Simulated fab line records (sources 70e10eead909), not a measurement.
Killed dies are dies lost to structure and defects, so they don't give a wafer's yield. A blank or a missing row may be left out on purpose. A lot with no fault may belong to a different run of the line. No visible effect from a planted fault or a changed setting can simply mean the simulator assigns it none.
Which tool is to blame? -- flow nand_harc -- 11 lots with 33 wafers sampled at 3 steps, on a route of 1302 steps

== WHAT THE GAUGES READ, wafer by wafer ==
NHARC_A_CONTACT_CD_MEAS_08: target cd 200 nm.
lot,measured,on,cd_nm (nm)
L075,day 22 22:38,cd_sem-02,199.5 199.7 199.9
L077,day 23 04:09,cd_sem-01,200.4 200.5 200.2
L076,day 24 02:43,cd_sem-02,200.0 199.9 200.0
L082,day 25 09:14,cd_sem-03,200.2 200.3 199.9
L083,day 26 08:32,cd_sem-01,199.5 199.3 199.2
L085,day 26 20:44,cd_sem-03,200.2 201.0 200.1
L087,day 27 15:37,cd_sem-02,200.6 199.8 199.7
L088,day 28 13:06,cd_sem-03,199.4 200.2 199.7
L090,day 29 21:10,cd_sem-03,199.9 199.6 200.5
L095,day 30 11:51,cd_sem-01,200.7 200.6 200.2
L096,day 31 03:02,cd_sem-03,200.2 199.8 200.7

== EACH LOT AND THE TOOL THAT RAN IT (in order: tool; ch and the chambers of the sampled wafers; start) ==
lot,NHARC_A_CONTACT_ETCH_102,NHARC_A_CONTACT_STRIP_82
L075,"rie_diel-04 ch 0,2,3, day 22 09:38","rie_diel-04 ch 0,1,3, day 22 22:38 or earlier"
L077,"rie_diel-12 ch 0,2, day 22 14:29","rie_diel-12 ch 0,1,3, day 23 04:09 or earlier"
L076,"rie_diel-12 ch 0,2,3, day 23 11:53","rie_diel-04 ch 0,2,3, day 24 02:43 or earlier"
L082,"rie_diel-04 ch 1,2, day 24 19:34","rie_diel-04 ch 1,2,3, day 25 09:14 or earlier"
L083,"rie_diel-13 ch 1,2,3, day 25 16:40","rie_diel-04 ch 0,2, day 26 08:32 or earlier"
L085,"rie_diel-04 ch 0,3, day 26 01:17","rie_diel-13 ch 0,2,3, day 26 20:44 or earlier"
L087,"rie_diel-04 ch 0,1,2, day 27 00:42","rie_diel-04 ch 0,1,2, day 27 15:37 or earlier"
L088,"rie_diel-04 ch 0,3, day 27 22:20","rie_diel-04 ch 1,2,3, day 28 13:06 or earlier"
L090,"rie_diel-04 ch 2,3, day 29 01:07","rie_diel-04 ch 0,2,3, day 29 21:10 or earlier"
L095,"rie_diel-04 ch 0,2,3, day 29 21:08","rie_diel-04 ch 0,2,3, day 30 11:51 or earlier"
L096,"rie_diel-04 ch 2,3, day 30 11:51","rie_diel-13 ch 0,1, day 31 03:02 or earlier"
- NHARC_A_CONTACT_ETCH_102: etches the open film in CF4/O2, target depth 100 nm, overetch 10 nm, time 55 s.
- NHARC_A_CONTACT_STRIP_82: strips in O2.

== THE ANSWER, worked out from the rows above alone ==
Rule: what is usual is taken from the lots themselves. The widest of any qualifying gaps counts: lots, ordered by their means at a reading, are off when they make up no more than a third of the lots, leave a main group of 4 or more, and stand apart from it by 3 or more times the standard deviation of that group's means. A main group is skipped when, at the precision printed for the reading in the tables above, its means are all equal. Also off: a lot with no number at a reading for which 4 or more lots have one. Any other lot the step has rows for is counted as sound.
No lot is off at any reading shown: from this, nothing can be told.

== WHAT THE SIMULATOR HAD INSERTED ==
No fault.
